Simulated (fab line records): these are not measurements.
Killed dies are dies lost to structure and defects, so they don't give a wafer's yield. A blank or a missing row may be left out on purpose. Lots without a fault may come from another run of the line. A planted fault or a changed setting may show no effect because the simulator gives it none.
fab line records :: flow nandHarc
[record]
  lots = 6
  wafers = 16
  lastDay = 24
route steps=1159 shown A_ONON_D1@426
lots that met no fault: from a run of the same line without faults
startH: the number of hours between the record's first day and the start of the first shown wafer of the lot :: waitH: hours elapsed since this lot's preceding step :: " the same as in the row above :: L1.1+2: several wafers, shown together as one row :: - no value, or no start was given :: * or withheld: withheld :: < > ~ a bound
route shown NAME@n: NAME is a module with steps in the file, n the number in the route of the first one :: usual: the fault-free wafers' mean and standard deviation :: same: alike in all rows :: chamber/n: place in a boat :: sites: the reading at each site :: _std_site: their standard deviation :: _edge_site: inner sites' mean taken away from outer sites' mean :: radiusMm: how far each site lies from the wafer's centre :: mask NAME#n: copy n :: behind: the tool/chamber that last shaped the wafer :: hold: why the lot was held/for how many hours/how that ended :: device: transistor that didn't switch, given as n, p or np :: end of line: the same wafers' tests at the end of the route :: where a step has no rows: the recipe by itself :: killed: dies that structure and defects cost at the first sort, which is not the same as the wafer's yield :: map: a wafer's dies, marking killed ones x, the rest . and places with no die _
set.NAME: the run value of the setting; set.NAME@STEP: its run value at that earlier step :: model.NAME: the simulator's own value behind a step, which no gauge read
lots at selected steps of the route; one table per step, one row per wafer
services: a tool's chamber out of use, with start hour (startH, from the record's first day; less than 0 if before it), hours out, and reason
[[steps]]
[step NHARC_A_ONON_D1_DEP_03]
[recipe]
  targetThkA = 10000
  n2FlowSccm = 2750
  n2oFlowSccm = 2000
  nh3FlowSccm = 500
  sih4FlowSccm = 210
  tempC = 400
[step NHARC_A_ONON_D1_THK_MEAS_05]
[recipe]
  thkMeasGauge = ellipsometry
[usual]
  thkNm = 997/10
lot.wafer: L197.1
tool: filmMetro-01
chamber: -
startH: 168.17
waitH: -
thkNm: 1007

lot.wafer: L197.5
tool: filmMetro-01
chamber: -
startH: 168.17
waitH: -
thkNm: 1007

lot.wafer: L197.6
tool: filmMetro-01
chamber: -
startH: 168.17
waitH: -
thkNm: 1007

lot.wafer: L198.2
tool: filmMetro-02
chamber: -
startH: 178.46
waitH: -
thkNm: 1005

lot.wafer: L198.3
tool: filmMetro-02
chamber: -
startH: 178.46
waitH: -
thkNm: 1007

lot.wafer: L200.4
tool: filmMetro-02
chamber: -
startH: 184.19
waitH: -
thkNm: 995

lot.wafer: L200.5
tool: filmMetro-02
chamber: -
startH: 184.19
waitH: -
thkNm: 996

lot.wafer: L208.1
tool: filmMetro-01
chamber: -
startH: 236.20
waitH: -
thkNm: 986

lot.wafer: L208.2
tool: filmMetro-01
chamber: -
startH: 236.20
waitH: -
thkNm: 986

lot.wafer: L208.6
tool: filmMetro-01
chamber: -
startH: 236.20
waitH: -
thkNm: 987

lot.wafer: L216.4
tool: filmMetro-02
chamber: -
startH: 283.49
waitH: -
thkNm: 987

lot.wafer: L216.5
tool: filmMetro-02
chamber: -
startH: 283.49
waitH: -
thkNm: 987

lot.wafer: L216.6
tool: filmMetro-02
chamber: -
startH: 283.49
waitH: -
thkNm: 985

lot.wafer: L217.1
tool: filmMetro-01
chamber: -
startH: 283.53
waitH: -
thkNm: 980

lot.wafer: L217.3
tool: filmMetro-01
chamber: -
startH: 283.53
waitH: -
thkNm: 980

lot.wafer: L217.4
tool: filmMetro-01
chamber: -
startH: 283.53
waitH: -
thkNm: 980
[step NHARC_A_ONON_D1_DEP_06]
[recipe]
  targetThkA = 10000
  n2FlowSccm = 2750
  n2oFlowSccm = 2000
  nh3FlowSccm = 500
  sih4FlowSccm = 210
  tempC = 400
[step NHARC_A_ONON_D1_THK_MEAS_08]
[recipe]
  thkMeasGauge = ellipsometry
[usual]
  thkNm = 998/9.6
lot.wafer: L197.1
tool: filmMetro-01
chamber: -
startH: 168.74
waitH: -
thkNm: 1006

lot.wafer: L197.5
tool: filmMetro-01
chamber: -
startH: 168.74
waitH: -
thkNm: 1008

lot.wafer: L197.6
tool: filmMetro-01
chamber: -
startH: 168.74
waitH: -
thkNm: 1009

lot.wafer: L198.2
tool: filmMetro-02
chamber: -
startH: 179.02
waitH: -
thkNm: 1002

lot.wafer: L198.3
tool: filmMetro-02
chamber: -
startH: 179.02
waitH: -
thkNm: 1002

lot.wafer: L200.4
tool: filmMetro-02
chamber: -
startH: 184.76
waitH: -
thkNm: 1003

lot.wafer: L200.5
tool: filmMetro-02
chamber: -
startH: 184.76
waitH: -
thkNm: 1003

lot.wafer: L208.1
tool: filmMetro-02
chamber: -
startH: 236.76
waitH: -
thkNm: 1000

lot.wafer: L208.2
tool: filmMetro-02
chamber: -
startH: 236.76
waitH: -
thkNm: 1000

lot.wafer: L208.6
tool: filmMetro-02
chamber: -
startH: 236.76
waitH: -
thkNm: 1002

lot.wafer: L216.4
tool: filmMetro-01
chamber: -
startH: 284.06
waitH: -
thkNm: 985

lot.wafer: L216.5
tool: filmMetro-01
chamber: -
startH: 284.06
waitH: -
thkNm: 984

lot.wafer: L216.6
tool: filmMetro-01
chamber: -
startH: 284.06
waitH: -
thkNm: 983

lot.wafer: L217.1
tool: filmMetro-01
chamber: -
startH: 284.14
waitH: -
thkNm: 1009

lot.wafer: L217.3
tool: filmMetro-01
chamber: -
startH: 284.14
waitH: -
thkNm: 1008

lot.wafer: L217.4
tool: filmMetro-01
chamber: -
startH: 284.14
waitH: -
thkNm: 1008
[step NHARC_A_ONON_D1_DEP_09]
[recipe]
  targetThkA = 10000
  n2FlowSccm = 2750
  n2oFlowSccm = 2000
  nh3FlowSccm = 500
  sih4FlowSccm = 210
  tempC = 400
[step NHARC_A_ONON_D1_THK_MEAS_11]
[recipe]
  thkMeasGauge = ellipsometry
[usual]
  thkNm = 1001/10
lot.wafer: L197.1
tool: filmMetro-01
chamber: -
startH: 169.32
waitH: -
thkNm: 1024

lot.wafer: L197.5
tool: filmMetro-01
chamber: -
startH: 169.32
waitH: -
thkNm: 1024

lot.wafer: L197.6
tool: filmMetro-01
chamber: -
startH: 169.32
waitH: -
thkNm: 1024

lot.wafer: L198.2
tool: filmMetro-01
chamber: -
startH: 179.58
waitH: -
thkNm: 1008

lot.wafer: L198.3
tool: filmMetro-01
chamber: -
startH: 179.58
waitH: -
thkNm: 1008

lot.wafer: L200.4
tool: filmMetro-02
chamber: -
startH: 185.33
waitH: -
thkNm: 1006

lot.wafer: L200.5
tool: filmMetro-02
chamber: -
startH: 185.33
waitH: -
thkNm: 1006

lot.wafer: L208.1
tool: filmMetro-02
chamber: -
startH: 237.32
waitH: -
thkNm: 1004

lot.wafer: L208.2
tool: filmMetro-02
chamber: -
startH: 237.32
waitH: -
thkNm: 1003

lot.wafer: L208.6
tool: filmMetro-02
chamber: -
startH: 237.32
waitH: -
thkNm: 1004

lot.wafer: L216.4
tool: filmMetro-01
chamber: -
startH: 284.63
waitH: -
thkNm: 992

lot.wafer: L216.5
tool: filmMetro-01
chamber: -
startH: 284.63
waitH: -
thkNm: 992

lot.wafer: L216.6
tool: filmMetro-01
chamber: -
startH: 284.63
waitH: -
thkNm: 992

lot.wafer: L217.1
tool: filmMetro-02
chamber: -
startH: 284.71
waitH: -
thkNm: 994

lot.wafer: L217.3
tool: filmMetro-02
chamber: -
startH: 284.71
waitH: -
thkNm: 993

lot.wafer: L217.4
tool: filmMetro-02
chamber: -
startH: 284.71
waitH: -
thkNm: 993
[step NHARC_A_ONON_D1_DEP_12]
[recipe]
  targetThkA = 10000
  n2FlowSccm = 2750
  n2oFlowSccm = 2000
  nh3FlowSccm = 500
  sih4FlowSccm = 210
  tempC = 400
[step NHARC_A_ONON_D1_THK_MEAS_14]
[recipe]
  thkMeasGauge = ellipsometry
[usual]
  thkNm = 1002/7
lot.wafer: L197.1
tool: filmMetro-01
chamber: -
startH: 169.89
waitH: -
thkNm: 1003

lot.wafer: L197.5
tool: filmMetro-01
chamber: -
startH: 169.89
waitH: -
thkNm: 1002

lot.wafer: L197.6
tool: filmMetro-01
chamber: -
startH: 169.89
waitH: -
thkNm: 1002

lot.wafer: L198.2
tool: filmMetro-02
chamber: -
startH: 180.15
waitH: -
thkNm: 998

lot.wafer: L198.3
tool: filmMetro-02
chamber: -
startH: 180.15
waitH: -
thkNm: 998

lot.wafer: L200.4
tool: filmMetro-02
chamber: -
startH: 185.90
waitH: -
thkNm: 1001

lot.wafer: L200.5
tool: filmMetro-02
chamber: -
startH: 185.90
waitH: -
thkNm: 1002

lot.wafer: L208.1
tool: filmMetro-01
chamber: -
startH: 237.89
waitH: -
thkNm: 1009

lot.wafer: L208.2
tool: filmMetro-01
chamber: -
startH: 237.89
waitH: -
thkNm: 1010

lot.wafer: L208.6
tool: filmMetro-01
chamber: -
startH: 237.89
waitH: -
thkNm: 1010

lot.wafer: L216.4
tool: filmMetro-02
chamber: -
startH: 285.20
waitH: -
thkNm: 1004

lot.wafer: L216.5
tool: filmMetro-02
chamber: -
startH: 285.20
waitH: -
thkNm: 1002

lot.wafer: L216.6
tool: filmMetro-02
chamber: -
startH: 285.20
waitH: -
thkNm: 1004

lot.wafer: L217.1
tool: filmMetro-02
chamber: -
startH: 285.27
waitH: -
thkNm: 1014

lot.wafer: L217.3
tool: filmMetro-02
chamber: -
startH: 285.27
waitH: -
thkNm: 1012

lot.wafer: L217.4
tool: filmMetro-02
chamber: -
startH: 285.27
waitH: -
thkNm: 1013
[step NHARC_A_ONON_D1_ANNEAL_15]
[recipe]
  tempC = 750
  timeS = 3600
[step NHARC_A_ONON_D1_DEP_16]
[recipe]
  targetThkA = 10000
  n2FlowSccm = 2750
  n2oFlowSccm = 2000
  nh3FlowSccm = 500
  sih4FlowSccm = 210
  tempC = 400
[step NHARC_A_ONON_D1_THK_MEAS_18]
[recipe]
  thkMeasGauge = ellipsometry
[usual]
  thkNm = 999/8.9
lot.wafer: L197.1
tool: filmMetro-01
chamber: -
startH: 177.01
waitH: -
thkNm: 1000

lot.wafer: L197.5
tool: filmMetro-01
chamber: -
startH: 177.01
waitH: -
thkNm: 1000

lot.wafer: L197.6
tool: filmMetro-01
chamber: -
startH: 177.01
waitH: -
thkNm: 1000

lot.wafer: L198.2
tool: filmMetro-02
chamber: -
startH: 187.28
waitH: -
thkNm: 986

lot.wafer: L198.3
tool: filmMetro-02
chamber: -
startH: 187.28
waitH: -
thkNm: 983

lot.wafer: L200.4
tool: filmMetro-01
chamber: -
startH: 192.99
waitH: -
thkNm: 1008

lot.wafer: L200.5
tool: filmMetro-01
chamber: -
startH: 192.99
waitH: -
thkNm: 1007

lot.wafer: L208.1
tool: filmMetro-02
chamber: -
startH: 246.00
waitH: -
thkNm: 991

lot.wafer: L208.2
tool: filmMetro-02
chamber: -
startH: 246.00
waitH: -
thkNm: 992

lot.wafer: L208.6
tool: filmMetro-02
chamber: -
startH: 246.00
waitH: -
thkNm: 994

lot.wafer: L216.4
tool: filmMetro-02
chamber: -
startH: 292.30
waitH: -
thkNm: 1009

lot.wafer: L216.5
tool: filmMetro-02
chamber: -
startH: 292.30
waitH: -
thkNm: 1008

lot.wafer: L216.6
tool: filmMetro-02
chamber: -
startH: 292.30
waitH: -
thkNm: 1009

lot.wafer: L217.1
tool: filmMetro-02
chamber: -
startH: 292.33
waitH: -
thkNm: 1004

lot.wafer: L217.3
tool: filmMetro-02
chamber: -
startH: 292.33
waitH: -
thkNm: 1003

lot.wafer: L217.4
tool: filmMetro-02
chamber: -
startH: 292.33
waitH: -
thkNm: 1004
[step NHARC_A_ONON_D1_DEP_19]
[recipe]
  targetThkA = 10000
  n2FlowSccm = 2750
  n2oFlowSccm = 2000
  nh3FlowSccm = 500
  sih4FlowSccm = 210
  tempC = 400
[usual]
  n2oFlowSccm = 1999/5.9
  susceptorTempC = 400.06/0.24
lot.wafer: L197.1
tool: pecvdOnon-01
chamber: 0
startH: 177.07
waitH: 0.1
n2oFlowSccm: 2003
susceptorTempC: 399.89

lot.wafer: L197.5
tool: pecvdOnon-01
chamber: 0
startH: 177.07
waitH: 0.1
n2oFlowSccm: 2003
susceptorTempC: 400.30

lot.wafer: L197.6
tool: pecvdOnon-01
chamber: 0
startH: 177.07
waitH: 0.1
n2oFlowSccm: 2000
susceptorTempC: 400.49

lot.wafer: L198.2
tool: pecvdOnon-01
chamber: 0
startH: 187.40
waitH: 0.1
n2oFlowSccm: 1997
susceptorTempC: 399.58

lot.wafer: L198.3
tool: pecvdOnon-01
chamber: 0
startH: 187.40
waitH: 0.1
n2oFlowSccm: 1994
susceptorTempC: 399.88

lot.wafer: L200.4
tool: pecvdOnon-01
chamber: 0
startH: 193.22
waitH: 0.2
n2oFlowSccm: 2002
susceptorTempC: 400.19

lot.wafer: L200.5
tool: pecvdOnon-01
chamber: 0
startH: 193.22
waitH: 0.2
n2oFlowSccm: 1988
susceptorTempC: 400.08

lot.wafer: L208.1
tool: pecvdOnon-02
chamber: 0
startH: 246.06
waitH: 0.1
n2oFlowSccm: 2001
susceptorTempC: 399.86

lot.wafer: L208.2
tool: pecvdOnon-02
chamber: 0
startH: 246.06
waitH: 0.1
n2oFlowSccm: 1992
susceptorTempC: 400.47

lot.wafer: L208.6
tool: pecvdOnon-02
chamber: 0
startH: 246.06
waitH: 0.1
n2oFlowSccm: 2007
susceptorTempC: 400.04

lot.wafer: L216.4
tool: pecvdOnon-01
chamber: 0
startH: 292.53
waitH: 0.2
n2oFlowSccm: 2002
susceptorTempC: 400.50

lot.wafer: L216.5
tool: pecvdOnon-01
chamber: 0
startH: 292.53
waitH: 0.2
n2oFlowSccm: 2000
susceptorTempC: 400.50

lot.wafer: L216.6
tool: pecvdOnon-01
chamber: 0
startH: 292.53
waitH: 0.2
n2oFlowSccm: 1997
susceptorTempC: 400.25

lot.wafer: L217.1
tool: pecvdOnon-01
chamber: 0
startH: 292.70
waitH: 0.4
n2oFlowSccm: 1986
susceptorTempC: 400.07

lot.wafer: L217.3
tool: pecvdOnon-01
chamber: 0
startH: 292.70
waitH: 0.4
n2oFlowSccm: 2003
susceptorTempC: 399.92

lot.wafer: L217.4
tool: pecvdOnon-01
chamber: 0
startH: 292.70
waitH: 0.4
n2oFlowSccm: 1998
susceptorTempC: 399.91
[step NHARC_A_ONON_D1_THK_MEAS_21]
[recipe]
  thkMeasGauge = ellipsometry
[usual]
  thkNm = 1002/9.1
lot.wafer: L197.1
tool: filmMetro-02
chamber: -
startH: 177.58
waitH: -
thkNm: 1003

lot.wafer: L197.5
tool: filmMetro-02
chamber: -
startH: 177.58
waitH: -
thkNm: 1003

lot.wafer: L197.6
tool: filmMetro-02
chamber: -
startH: 177.58
waitH: -
thkNm: 1004

lot.wafer: L198.2
tool: filmMetro-02
chamber: -
startH: 187.85
waitH: -
thkNm: 996

lot.wafer: L198.3
tool: filmMetro-02
chamber: -
startH: 187.85
waitH: -
thkNm: 887

lot.wafer: L200.4
tool: filmMetro-01
chamber: -
startH: 193.56
waitH: -
thkNm: 892

lot.wafer: L200.5
tool: filmMetro-01
chamber: -
startH: 193.56
waitH: -
thkNm: 999

lot.wafer: L208.1
tool: filmMetro-01
chamber: -
startH: 246.57
waitH: -
thkNm: 1001

lot.wafer: L208.2
tool: filmMetro-01
chamber: -
startH: 246.57
waitH: -
thkNm: 999

lot.wafer: L208.6
tool: filmMetro-01
chamber: -
startH: 246.57
waitH: -
thkNm: 999

lot.wafer: L216.4
tool: filmMetro-02
chamber: -
startH: 292.86
waitH: -
thkNm: 1007

lot.wafer: L216.5
tool: filmMetro-02
chamber: -
startH: 292.86
waitH: -
thkNm: 1010

lot.wafer: L216.6
tool: filmMetro-02
chamber: -
startH: 292.86
waitH: -
thkNm: 1012

lot.wafer: L217.1
tool: filmMetro-02
chamber: -
startH: 293.21
waitH: -
thkNm: 1006

lot.wafer: L217.3
tool: filmMetro-02
chamber: -
startH: 293.21
waitH: -
thkNm: 1005

lot.wafer: L217.4
tool: filmMetro-02
chamber: -
startH: 293.21
waitH: -
thkNm: 1007
[step NHARC_A_ONON_D1_DEP_22]
[recipe]
  targetThkA = 10000
  n2FlowSccm = 2750
  n2oFlowSccm = 2000
  nh3FlowSccm = 500
  sih4FlowSccm = 210
  tempC = 400
[[services]]
tool: pecvdOnon-01
chamber: -
startH: 195.00
hours: 13.0
kind: pm

tool: pecvdOnon-02
chamber: -
startH: 292.14
hours: 13.0
kind: pm
[[key]]
[firstSign]
  step = NHARC_A_ONON_D1_THK_MEAS_21
  reading = thkNm
  direction = down
  sigmas = 12
  usual = 1002
  struck = 889
effect none on later readings
metAt NHARC_A_ONON_D1_DEP_19
struckWafers L198.3,L200.4
sortLeftOut L198.3,L200.4
testerLeftOut L198,L200
onsetBetween 177.07 187.40
[fault]
  kind = processParameterDrift
  tool = pecvdOnon-01
  chamber = -
  onsetH = 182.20
  steps = NHARC_A_ONON_D1_DEP_19
  channel = targetThkA
  offset = *
  shape = step
  endH = 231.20
  scope = struckWafersOnly
  actsIn = *
  stated = *
// testerLeftOut: of these lots the tester's yield and bins aren't shown, on N5 and GAA mostly nor the transistor test; their killed dies are dies lost to structure and defects alone, not to doping, threshold or leakage, so they don't give the yield
// sortLeftOut: the simulated sort isn't trusted on such a fault, so these wafers' sort isn't shown, and their yield isn't known
